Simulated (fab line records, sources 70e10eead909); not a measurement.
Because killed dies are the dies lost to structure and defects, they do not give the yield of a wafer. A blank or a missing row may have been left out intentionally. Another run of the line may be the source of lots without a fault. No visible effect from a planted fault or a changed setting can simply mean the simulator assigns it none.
8D (eight disciplines) problem report, filled in by code ; flow nand-harc ; the parts of the form that need people (team, actions taken, sign-off) are left out

1. THE PROBLEM
NHARC_A_STAIRCASE_ETCH_13, run-length-s: mean 53.7 s over 1 wafer from 1 lot; wafers with no fault: 61.9 s, standard deviation 0.41. Measured from the usual mean, that is -20 standard deviations.
The step: etches the open film in C4F8/O2, target depth 100 nm, time 40.5 s.
First seen on wafer L444.3, day 15 02:14, on rie-diel-07. The record holds 33 wafers of 11 lots with a number at this step. By rule, "out" or "out of limits" means more than 4 standard deviations away from the usual mean. Any other wafer with a number is counted as sound.

2. WHAT IT IS, AND WHAT IT ISN'T
question;is;is not
which readings at this step;run-length-s;chamber-pressure-mTorr, oes-product-au, rf-vpp-V
which lots;L444;L427, L428, L430, L433, L434, L435, L437, L439, L447, L449
which wafers of those lots;L444.3;L444.1, L444.4
read on which tools;rie-diel-07;rie-diel-03, rie-diel-11
when;from day 15 02:14;"up to then (26 sound wafers); but 6 sound wafers of L447, L449 came after"

3. THE SUSPECTS, EACH WITH WHAT RULES IT OUT
Counting: a tool at a process step up to the reading stays a suspect if it ran every lot that is out. Sound lots after the first of them don't rule it out here, since some wafers of a struck lot are sound.
- plasma-asher-02 at NHARC_A_STAIRCASE_STRIP_171 (strips in O2): kept. L444, the lot that is out, went through it at day 15 00:40; up to then, the latest sound lot through it was L437 at day 13 12:43.
- rie-diel-07 at NHARC_A_STAIRCASE_DESCUM_11 (chemistry O2, time 3 s): kept. L444, the lot that is out, went through it at day 15 02:00; up to then, the latest sound lot through it was L439 at day 13 21:52.
- rie-diel-07 at NHARC_A_STAIRCASE_ETCH_13 (etches the open film in C4F8/O2, target depth 100 nm, time 40.5 s): kept. L444, the lot that is out, went through it at day 15 02:14; up to then, the latest sound lot through it was L439 at day 13 22:16. Its own readings are out on those wafers: run-length-s.
- In rie-diel-07 at NHARC_A_STAIRCASE_DESCUM_11, the wafers that are out were processed in chamber 1 and their sound lot-mates in chambers 2, 3.
- In rie-diel-07 at NHARC_A_STAIRCASE_ETCH_13, the wafers that are out were processed in chamber 3 and their sound lot-mates in chambers 0, 2.
Still standing after the count: plasma-asher-02 at NHARC_A_STAIRCASE_STRIP_171, rie-diel-07 at NHARC_A_STAIRCASE_DESCUM_11, rie-diel-07 at NHARC_A_STAIRCASE_ETCH_13.

4. THE CAUSE (what the simulator had put in)
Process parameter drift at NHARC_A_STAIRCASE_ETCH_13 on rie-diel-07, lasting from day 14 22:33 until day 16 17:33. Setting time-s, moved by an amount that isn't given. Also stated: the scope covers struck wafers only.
3 suspects survive the count, and this tool is in that group.

5. THE EFFECT CHAIN, in route order
Each row: a reading where the mean over the struck wafers with a number is more than 3 standard deviations away from the usual. Scope: only readings with a usual standard deviation given in the record; hours: median across lots of the time from each lot's start at the first step in this table that gives one to its start at this step; sigmas: change in usual standard deviations.
hours;step;reading;usual;on struck wafers;change;sigmas
0;NHARC_A_STAIRCASE_ETCH_13;run-length-s;61.9 s;53.7;-8.2;-20
The process steps in it:
- NHARC_A_STAIRCASE_ETCH_13: etches the open film in C4F8/O2, target depth 100 nm, time 40.5 s.

6. HOW IT WOULD HAVE BEEN CAUGHT EARLIER
First out-of-limits reading in this record: day 15 02:14, which is 4 hours after fault onset at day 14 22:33.
